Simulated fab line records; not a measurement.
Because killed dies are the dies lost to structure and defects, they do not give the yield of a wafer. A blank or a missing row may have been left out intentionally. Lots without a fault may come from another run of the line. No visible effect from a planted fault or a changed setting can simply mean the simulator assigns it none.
Comparing a struck lot with a sound one / flow nand-harc / 13 out of 1159 route steps
Sound: wafers L836.1, L836.4, L836.5. The struck wafers were L844.3, L844.4, L844.6. The cause comes at the end.
For every step that has rows: the tool of each side, followed by ch and its chambers, followed by its first start. Under that, the readings that differ: sound wafers / struck wafers / difference of the means / sigmas: that difference in standard deviations of wafers without a fault.
alike: readings with means less than 2 such deviations apart, plus words and numbers identical on both sides. not compared: withheld readings, readings lacking a value on some wafer, bounds such as >300 that could conceal the same value, and numbers that have no deviation in the record and whose values overlap.
Wherever a step has rows on one side only, a row that says differs or no value, or a row with sigmas, the two part there. Non-overlapping numbers with no deviation appear without sigmas and do not part them. A reading that every wafer of one side lacks parts them only if that side has two wafers or more.

first, 1 step without rows for these wafers: NHARC_A_M0_SRD_25.
NHARC_A_M0_INSPECT_27:
  struck on defect-inspect-01, day 23 19:41; sound on defect-inspect-01, day 20 17:08
  alike: raw-defect-count
NHARC_A_M0_PRE_CLEAN_31: time 12 s.
  sound on pecvd-04 ch 0,1,2, day 20 17:14; struck on pecvd-04 ch 1,2, day 23 19:46
  alike: heater-power-w
NHARC_A_M0_DEP_32: deposits SiCN, target thk 30 nm.
  sound on pecvd-04 ch 0,1,2, day 20 17:20; struck on pecvd-04 ch 1,2, day 23 19:51
  alike: heater-power-w
then, 7 steps without rows for these wafers: NHARC_A_M1_DEP_00 (deposits SiOC, target thk 182.5 nm); NHARC_A_M1_DEHYDRATE_01 (time 120 s); NHARC_A_M1_HMDS_02 (time 30 s); NHARC_A_M1_COAT_34 (time 65 s); NHARC_A_M1_COAT_03 (resist thk 90 nm); NHARC_A_M1_SOFTBAKE_04 (time 55 s); NHARC_A_M1_EBR_05.
NHARC_A_M1_EXPOSE_06: exposes mask A M1, target cd 120 nm.
  struck on arfi-scanner-03, day 23 21:09; sound on arfi-scanner-01 ch 0, day 20 18:23
  no value came back on the struck wafers for exposure-dose-mJ-cm2, focus-offset-nm (nm); on the sound wafers exposure-dose-mJ-cm2 reads 75.02 75.20 75.05
  alike: mask
then, 1 step without rows for these wafers: NHARC_A_M1_PEB_07 (peb time 65 s).

== WHERE THEY PART ==
Within this record, at NHARC_A_M1_EXPOSE_06 only.

WHY: what the simulator had put in
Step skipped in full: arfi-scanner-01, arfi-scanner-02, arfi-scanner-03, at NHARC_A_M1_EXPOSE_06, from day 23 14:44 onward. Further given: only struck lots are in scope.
